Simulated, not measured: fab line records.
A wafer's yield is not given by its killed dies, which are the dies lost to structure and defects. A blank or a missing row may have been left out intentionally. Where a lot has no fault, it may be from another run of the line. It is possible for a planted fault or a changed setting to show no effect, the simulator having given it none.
fab line records	flow n5-finfet	part 1 of 2: steps 1 to 15 of 16
record lots=7	wafers=21	last-day=18
route steps=1938 shown HKMG_FIN@422 BEOL_M4@1111 PASSIVATION@1936
lots with no fault: from the same line, run without faults
start-h: the number of hours between the record's first day and the start of the first shown wafer of the lot	wait-h: time in hours since the lot's previous step	" as in the row above	L1.1+2: a row that stands for several wafers	- value missing, or start not given	* or withheld: withheld	< > ~ a bound
route shown NAME@n: names a module that has steps shown in the file, with the first one's number in the route	usual: mean/standard deviation taken from wafers without a fault	same: alike in all rows	chamber/n: place in a boat	sites: each site's reading	_std_site: standard deviation across them	_edge_site: inner sites' mean taken away from outer sites' mean	radius-mm: how far each site lies from the wafer's centre	mask NAME#n: copy n	behind: tool/chamber where the wafer was last shaped	hold: the reason the lot was held/the length of the hold in hours/how it ended	device: transistor that didn't switch, given as n, p or np	end of line: the route-end tests of the same wafers	a step given without rows: its recipe and nothing more	killed: count of dies lost to structure and defects at first sort (not the wafer's yield)	map: the dies of a wafer, with x for killed, . for not killed, _ for no die there
set.NAME: setting as actually run; set.NAME@STEP: the setting as run at that earlier step	model.NAME: the simulator's own value behind a step, which no gauge read
lots at some steps of the route; a table a step, a row a wafer
services: from which hour (start-h, from the record's first day; less than 0 if before it) a tool's chamber was out of use, for how many hours, and why
## steps
# step N5_HKMG_FIN_COAT_29
# recipe resist=SOC	temp-c=250	time-s=60	spin-rpm=1500	resist-thk-nm=300
# step N5_HKMG_FIN_COAT_30
# recipe resist=SiARC	temp-c=220	time-s=60	spin-rpm=1500	resist-thk-nm=35
# step N5_HKMG_FIN_COAT_06
# recipe resist=CAR-ArF	spin-rpm=1500	resist-thk-nm=90
# step N5_HKMG_FIN_EBR_08
# recipe solvent=PGMEA	ebr-width-mm=1.5
# step N5_HKMG_FIN_SOFTBAKE_07
# recipe temp-c=110	time-s=60	resist=CAR-ArF
# step N5_HKMG_FIN_EXPOSE_09
# recipe mask-id=NWFM	na=1.35	source-shape=conventional	sigma-outer=0.8	polarization=unpolarized	dose-mj=39.25
# step N5_HKMG_FIN_PEB_10
# recipe peb-temp-c=withheld	peb-time-s=60	resist=CAR-ArF
# step N5_HKMG_FIN_DEVELOP_11
# recipe develop-time-s=30	developer=TMAH	resist=CAR-ArF	dev-temp-c=23	rinse-liquid=diw	dry=air-spin
# step N5_HKMG_FIN_CD_MEAS_12
# recipe target-cd-nm=92.8	landing-energy-ev=500	detector=se-inlens
# usual cd-nm=92.9/0.65
lot.wafer	tool	chamber	start-h	wait-h	cd-nm
L872.2	cd-sem-01	0	91.91	-	92.2
L872.4	"	0	"	"	91.9
L872.5	"	0	"	"	92.0
L880.1	cd-sem-01	0	152.49	-	92.8
L880.2	"	0	"	"	93.8
L880.6	"	0	"	"	93.6
L882.1	cd-sem-01	0	155.04	-	92.7
L882.3	"	0	"	"	92.7
L882.6	"	0	"	"	93.1
L883.1	cd-sem-03	0	159.42	-	92.6
L883.4	"	0	"	"	92.6
L883.5	"	0	"	"	93.2
L885.4	cd-sem-01	0	170.33	-	92.0
L885.5	"	0	"	"	91.7
L885.6	"	0	"	"	92.2
L891.1	cd-sem-03	0	207.33	-	94.5
L891.4	"	0	"	"	93.8
L891.6	"	0	"	"	92.4
L892.2	cd-sem-01	0	217.20	-	92.1
L892.3	"	0	"	"	93.0
L892.6	"	0	"	"	92.9
# step N5_HKMG_FIN_OVL_MEAS_13
# recipe points-per-wafer=44
# usual NWFM_OVL=0.0/0.67
# same points-per-wafer=44
lot.wafer	tool	chamber	start-h	wait-h	NWFM_OVL[nm]
L872.2	overlay-02	0	91.94	0.0	-1.2
L872.4	"	0	"	"	0.2
L872.5	"	0	"	"	0.0
L880.1	overlay-02	0	152.52	0.0	0.4
L880.2	"	0	"	"	0.0
L880.6	"	0	"	"	0.4
L882.1	overlay-01	0	155.07	0.0	-0.2
L882.3	"	0	"	"	0.4
L882.6	"	0	"	"	0.3
L883.1	overlay-01	0	159.45	0.0	-0.1
L883.4	"	0	"	"	1.2
L883.5	"	0	"	"	0.2
L885.4	overlay-01	0	170.36	0.0	-0.7
L885.5	"	0	"	"	0.2
L885.6	"	0	"	"	-1.0
L891.1	overlay-02	0	207.36	0.0	-0.2
L891.4	"	0	"	"	-0.8
L891.6	"	0	"	"	-0.9
L892.2	overlay-02	0	217.25	0.0	0.5
L892.3	"	0	"	"	1.0
L892.6	"	0	"	"	0.1
# step N5_HKMG_FIN_INSPECT_14
# recipe mode=adi	inspect-instrument=macro
# usual raw-defect-count=2.2/1.4
lot.wafer	tool	chamber	start-h	wait-h	raw-defect-count
L872.2	defect-inspect-01	-	91.96	0.0	6
L872.4	"	-	"	"	1
L872.5	"	-	"	"	3
L880.1	defect-inspect-02	-	152.55	0.0	2
L880.2	"	-	"	"	2
L880.6	"	-	"	"	3
L882.1	defect-inspect-01	-	155.10	0.0	3
L882.3	"	-	"	"	2
L882.6	"	-	"	"	1
L883.1	defect-inspect-01	-	159.48	0.0	2
L883.4	"	-	"	"	3
L883.5	"	-	"	"	3
L885.4	defect-inspect-01	-	170.38	0.0	1
L885.5	"	-	"	"	5
L885.6	"	-	"	"	1
L891.1	defect-inspect-01	-	207.38	0.0	5
L891.4	"	-	"	"	4
L891.6	"	-	"	"	3
L892.2	defect-inspect-02	-	217.27	0.0	4
L892.3	"	-	"	"	2
L892.6	"	-	"	"	0
# step N5_HKMG_FIN_DESCUM_17
# recipe chemistry=O2	time-s=7.9	source-power-w=50	bias-power-w=20	pressure-mtorr=20	rf-frequency-hz=2.712e+07	temp-c=40	resist=CAR-ArF	o2-flow-sccm=225
# usual drypump-motor-current-A=5.8/0.6	oes-product-au=0.76/0.069	rf-vpp-V=242.7/1.2	showerhead-plenum-p-Torr=2.06/0.065	throttle-valve-pct=20.41/0.21
lot.wafer	tool	chamber	start-h	wait-h	drypump-motor-current-A	oes-product-au	rf-hours-counter-h	rf-vpp-V	showerhead-plenum-p-Torr	throttle-valve-pct
L872.2	rie-diel-06	3	92.00	0.0	4.8	0.79	103	241.8	2.02	20.24
L872.4	"	0	"	"	6.4	0.75	132	242.6	2.02	20.64
L872.5	"	2	"	"	5.2	0.88	-	243.2	2.03	20.00
L880.1	rie-diel-05	2	152.82	0.3	5.6	0.79	128	243.5	2.11	20.44
L880.2	"	3	"	"	6.7	0.72	195	242.0	1.98	20.54
L880.6	"	0	"	"	5.3	0.67	-	244.2	2.17	20.54
L882.1	rie-diel-06	3	155.28	0.2	4.8	0.78	125	242.6	2.01	20.27
L882.3	"	0	"	"	6.4	0.74	154	242.4	2.02	20.67
L882.6	"	1	"	"	5.8	0.66	-	242.8	2.16	20.53
L883.1	rie-diel-05	3	159.51	0.0	6.7	0.73	198	241.2	1.98	20.56
L883.4	"	3	"	"	6.7	0.73	-	241.7	1.98	20.55
L883.5	"	2	"	"	5.6	0.79	-	243.0	2.11	20.45
L885.4	rie-diel-05	2	170.70	0.3	5.6	0.78	135	243.6	2.11	20.44
L885.5	"	0	"	"	5.3	0.68	-	243.8	2.17	20.56
L885.6	"	3	"	"	6.7	0.72	-	241.7	1.98	20.58
L891.1	rie-diel-06	2	207.43	0.0	5.3	0.82	77	240.9	2.02	20.07
L891.4	"	0	"	"	6.4	0.73	-	241.2	2.01	20.72
L891.6	"	3	"	"	4.8	0.75	-	242.0	2.00	20.29
L892.2	rie-diel-05	1	217.30	0.0	5.9	0.82	79	241.8	2.04	20.59
L892.3	"	3	"	"	6.7	0.71	218	242.4	1.97	20.58
L892.6	"	2	"	"	5.6	0.77	-	243.8	2.10	20.48
# step N5_HKMG_FIN_ETCH_31
# recipe chemistry=CF4	target=SiARC	target-depth-a=455	mask-material=CAR-ArF	time-s=75.8	ion-energy-ev=80	pressure-mtorr=40	source-w=545	bias-w=36	Ar_flow_sccm=100	cf4-flow-sccm=100	ends=cleared
# usual bias-w=35.98/0.11	cf4-flow-sccm=100.0/0.3	drypump-motor-current-A=5.8/0.59	etch-rf-on-time-s=76.0/2.2	oes-product-au=0.66/0.061	rf-vpp-V=183.9/1.1	showerhead-plenum-p-Torr=2.11/0.058	throttle-valve-pct=15.58/0.19
lot.wafer	tool	chamber	start-h	wait-h	bias-w	cf4-flow-sccm	drypump-motor-current-A	etch-rf-on-time-s	oes-product-au	rf-hours-counter-h	rf-vpp-V	showerhead-plenum-p-Torr	throttle-valve-pct	model.CAR-ArF_of_HKMG_FIN_COAT_06.thk-nm
L872.2	rie-diel-06	3	92.03	0.0	36.07	100.1	4.8	73.9	0.69	103	183.0	2.07	15.43	51.2
L872.4	"	0	"	"	35.96	100.1	6.4	76.4	0.65	132	182.9	2.07	15.74	51.2
L872.5	"	2	"	"	36.06	100.1	5.3	75.5	0.76	-	183.3	2.09	15.19	51
L880.1	rie-diel-05	2	152.85	0.0	-	-	-	-	-	-	-	-	-	83.6
L880.2	"	3	"	"	-	-	-	-	-	-	-	-	-	83.4
L880.6	"	0	"	"	-	-	-	-	-	-	-	-	-	83.4
L882.1	rie-diel-06	3	155.32	0.0	-	-	-	-	-	-	-	-	-	83.6
L882.3	"	0	"	"	-	-	-	-	-	-	-	-	-	83.6
L882.6	"	1	"	"	-	-	-	-	-	-	-	-	-	84
L883.1	rie-diel-05	3	159.55	0.0	-	-	-	-	-	-	-	-	-	83.8
L883.4	"	3	"	"	-	-	-	-	-	-	-	-	-	83.8
L883.5	"	2	"	"	-	-	-	-	-	-	-	-	-	84
L885.4	rie-diel-05	2	170.73	0.0	36.03	100.0	5.6	76.5	0.66	135	183.4	2.15	15.62	50.6
L885.5	"	0	"	"	35.95	100.4	5.3	79.7	0.57	-	185.5	2.20	15.71	50.6
L885.6	"	3	"	"	35.87	99.8	6.7	77.5	0.61	-	184.0	2.04	15.80	50.8
L891.1	rie-diel-06	2	207.46	0.0	35.96	100.0	5.3	76.9	0.70	77	182.2	2.07	15.28	50.8
L891.4	"	0	"	"	36.00	99.0	6.4	76.9	0.61	-	181.9	2.05	15.83	50.6
L891.6	"	3	"	"	35.92	100.2	4.8	75.4	0.66	-	183.3	2.05	15.51	50.6
L892.2	rie-diel-05	1	217.34	0.0	36.06	100.1	6.0	72.9	0.71	79	183.5	2.08	15.64	50.8
L892.3	"	3	"	"	36.15	99.8	6.7	75.7	0.61	218	183.8	2.03	15.85	50.8
L892.6	"	2	"	"	35.84	99.8	5.6	75.3	0.66	-	185.4	2.15	15.63	50.6
# step N5_HKMG_FIN_ETCH_32
# recipe chemistry=N2/H2	target=SOC	target-depth-a=2400	temp-c=40	time-s=300	ion-energy-ev=200	mask-material=SiARC	pressure-mtorr=30	source-w=840	bias-w=150	n2-flow-sccm=200	h2-flow-sccm=200
# usual bias-w=150.0/0.44	chamber-pressure-mTorr=30.00/0.03	drypump-motor-current-A=5.8/0.6	oes-product-au=0.77/0.072	rf-vpp-V=522.8/2.2	showerhead-plenum-p-Torr=2.51/0.074	throttle-valve-pct=17.86/0.16
lot.wafer	tool	chamber	start-h	wait-h	bias-w	chamber-pressure-mTorr	drypump-motor-current-A	oes-product-au	rf-hours-counter-h	rf-vpp-V	showerhead-plenum-p-Torr	throttle-valve-pct
L872.2	rie-diel-06	3	92.09	0.0	150.1	29.99	4.8	0.82	103	521.6	2.47	17.81
L872.4	"	0	"	"	150.4	29.99	6.4	0.75	132	521.8	2.45	17.93
L872.5	"	2	"	"	149.3	30.04	5.3	0.88	-	522.6	2.49	17.53
L880.1	rie-diel-05	2	152.91	0.0	150.1	29.99	5.6	0.79	128	522.3	2.54	17.68
L880.2	"	3	"	"	150.1	29.97	6.7	0.72	195	519.5	2.41	18.05
L880.6	"	0	"	"	149.6	30.03	5.3	0.67	-	527.1	2.63	18.02
L882.1	rie-diel-06	3	155.37	0.0	150.2	30.03	4.8	0.79	125	519.9	2.46	17.85
L882.3	"	0	"	"	150.7	29.99	6.3	0.74	154	520.8	2.44	17.99
L882.6	"	1	"	"	149.1	30.00	5.8	0.66	-	524.5	2.62	18.00
L883.1	rie-diel-05	3	159.60	0.0	150.0	30.01	6.7	0.72	198	519.5	2.41	18.04
L883.4	"	3	"	"	150.1	30.00	6.7	0.73	-	520.8	2.41	18.04
L883.5	"	2	"	"	149.5	30.01	5.6	0.78	-	524.8	2.54	17.72
L885.4	rie-diel-05	2	170.79	0.0	149.9	30.01	5.6	0.78	135	524.4	2.54	17.72
L885.5	"	0	"	"	149.8	29.95	5.3	0.66	-	526.0	2.63	18.01
L885.6	"	3	"	"	150.4	29.99	6.7	0.72	-	519.9	2.41	18.05
L891.1	rie-diel-06	2	207.52	0.0	150.3	29.97	5.2	0.82	77	521.6	2.47	17.60
L891.4	"	0	"	"	150.0	30.01	6.5	0.72	-	520.2	2.43	18.01
L891.6	"	3	"	"	150.8	30.04	4.8	0.76	-	521.0	2.45	17.89
L892.2	rie-diel-05	1	217.39	0.0	149.8	29.98	6.0	0.82	79	521.1	2.48	18.04
L892.3	"	3	"	"	150.4	29.98	6.7	0.71	218	519.0	2.40	18.08
L892.6	"	2	"	"	149.6	30.05	5.6	0.76	-	522.5	2.53	17.75
# step N5_BEOL_M4_RC_MEAS_101
# usual DIBL_N=36.5/2	DIBL_P=36.5/2.3	IOFF_N=0.16/0.036	IOFF_P=0.21/0.037	ION_N=672/12	ION_P=459/7.1	SS_N=71.6/0.73	SS_P=73.4/0.76	VT_N=250/3.3	VT_P=-250.5/2.9
lot.wafer	tool	chamber	start-h	wait-h	DIBL_N[mV/V]	DIBL_P[mV/V]	IOFF_N[nA/um]	IOFF_P[nA/um]	ION_N[uA/um]	ION_P[uA/um]	SS_N[mV/dec]	SS_P[mV/dec]	VT_N[mV]	VT_P[mV]
L872.2	prober-02	0	189.71	0.2	34.5	35.7	0.14	0.19	671	462	71.2	72.8	248	-252.2
L872.4	"	0	"	"	37.3	37.8	0.19	0.23	679	462	71.5	73.9	247	-248.4
L872.5	"	0	"	"	36.9	37.8	0.18	0.22	683	468	71.5	74.7	247	-248.9
L885.4	prober-02	0	263.16	0.5	38.0	36.4	0.15	0.22	680	462	71.2	72.7	253	-250.4
L885.5	"	0	"	"	39.0	36.9	0.18	0.22	651	445	72.9	73.1	252	-249.4
L885.6	"	0	"	"	37.3	35.8	0.14	0.21	660	457	71.6	72.7	251	-249.5
L891.1	prober-01	0	309.25	0.0	37.3	40.0	0.21	0.28	689	471	71.6	74.9	245	-244.4
L891.4	"	0	"	"	38.8	39.3	0.26	0.27	668	460	73.0	74.5	246	-246.3
L891.6	"	0	"	"	36.9	38.2	0.20	0.26	683	466	71.9	73.5	247	-247.0
L892.2	prober-01	0	332.22	0.2	41.1	42.9	0.27	0.25	704	461	72.7	75.0	245	-252.2
L892.3	"	0	"	"	35.5	37.8	0.14	0.19	664	454	71.2	73.7	253	-253.2
L892.6	"	0	"	"	36.7	38.2	0.16	0.19	677	455	71.6	74.5	251	-254.5
## key
first-sign step=N5_HKMG_FIN_ETCH_31	reading=tool-record	direction=missing
effect step=N5_PASSIVATION_PROBE_49	reading=killed-at-front-end	direction=up	sigmas=99+	usual=40	struck=1123
model-effect step=N5_HKMG_FIN_ETCH_31	value=CAR-ArF_of_HKMG_FIN_COAT_06.thk-nm	without=51.07	struck=83.69
more-kills-born-at N5_HKMG_FIN_ETCH_31@rie-diel-05=6528	N5_HKMG_FIN_ETCH_31@rie-diel-06=3245
met-at N5_HKMG_FIN_ETCH_31
struck-wafers L880.1,L880.2,L880.6,L882.1,L882.3,L882.6,L883.1,L883.4,L883.5
later-rows-left-out L880.1,L880.2,L880.6,L882.1,L882.3,L882.6,L883.1,L883.4,L883.5
onset-between 92.03 152.85
fault kind=skipped-step-whole	tool=rie-diel-05,rie-diel-06	chamber=-	onset-h=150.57	steps=N5_HKMG_FIN_ETCH_31	scope=struck-lots-only
# later-rows-left-out: the simulator's readings of these wafers behind a module that went badly wrong aren't trusted and aren't shown, but for the sort
